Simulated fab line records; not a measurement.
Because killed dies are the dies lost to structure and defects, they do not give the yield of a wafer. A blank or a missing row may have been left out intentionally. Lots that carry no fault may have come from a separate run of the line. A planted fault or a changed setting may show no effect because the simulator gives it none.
A single fault, viewed from 2 desks / flow n5 finfet / only its own numbers are on each desk; what lay behind them is given at the end

== DESK OF THE TOOL OWNER: litho track-01 ==
The tool's own readings at N5_BEOL_M11_COAT_64 (time 60 s, resist thk 30 nm): means of the sampled wafers that have a number, for each lot that ran on this tool. If a lot's mean is further than 4 standard deviations from the usual mean, the lot is out of limits and carries the mark OUT (the distance appears in the brackets).
Columns: A = spin speed rpm at N5_BEOL_M11_COAT_64, usual 1499.8 rpm
lot=L500; first seen here=day 13 02:31; A=1500.4
lot=L504; first seen here=day 14 17:30; A=1500.1
lot=L507; first seen here=day 14 19:08; A=1498.4
lot=L512; first seen here=day 16 01:02; A=1500.1
lot=L519; first seen here=day 17 22:46; A=1367.8 (-99 or more) OUT
lot=L518; first seen here=day 18 12:59; A=1367.2 (-99 or more) OUT
Finding of this desk: L518, L519 out of limits; the first was L519 at day 17 22:46, on spin speed rpm at N5_BEOL_M11_COAT_64. L500, L504, L507, L512: within limits.

== THE METROLOGY DESK ==
What the gauges read for every lot (on any tool): the sampled wafers with a number, averaged. If a lot's mean is further than 4 standard deviations from the usual mean, the lot is out of limits and carries the mark OUT (the distance appears in the brackets).
Columns: A = M11_ILD_THK at N5_BEOL_M11_THK_MEAS_01, usual 268 nm
lot=L497; first seen here=day 11 17:21; A=268
lot=L500; first seen here=day 12 22:50; A=271
lot=L506; first seen here=day 13 15:14; A=272
lot=L505; first seen here=day 13 17:14; A=268
lot=L504; first seen here=day 14 12:55; A=261
lot=L507; first seen here=day 14 15:56; A=264
lot=L512; first seen here=day 15 20:29; A=270
lot=L514; first seen here=day 15 21:56; A=269
lot=L513; first seen here=day 17 03:01; A=271
lot=L519; first seen here=day 17 18:37; A=271
lot=L520; first seen here=day 18 02:42; A=269
lot=L518; first seen here=day 18 09:59; A=265
This desk's verdict: no lot among the 12 shows anything out of limits.

== PUT TOGETHER ==
The tool owner's desk could have raised an alarm at day 17 22:46, on L518, L519.
The metrology desk saw nothing out of limits.
The metrology desk holds a record of L518, L519, inside its limits.
The lots listed all ran N5_BEOL_M11_COAT_64 on litho track-01.

== WHAT WAS PUT IN BY THE SIMULATOR ==
Process parameter drift: litho track-01, from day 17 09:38 on, at N5_BEOL_M11_COAT_64. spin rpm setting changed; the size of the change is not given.
Struck lots among those shown: L518, L519.
Time in hours from fault onset to the first out-of-limits reading at each desk: the tool owner's desk, 13.
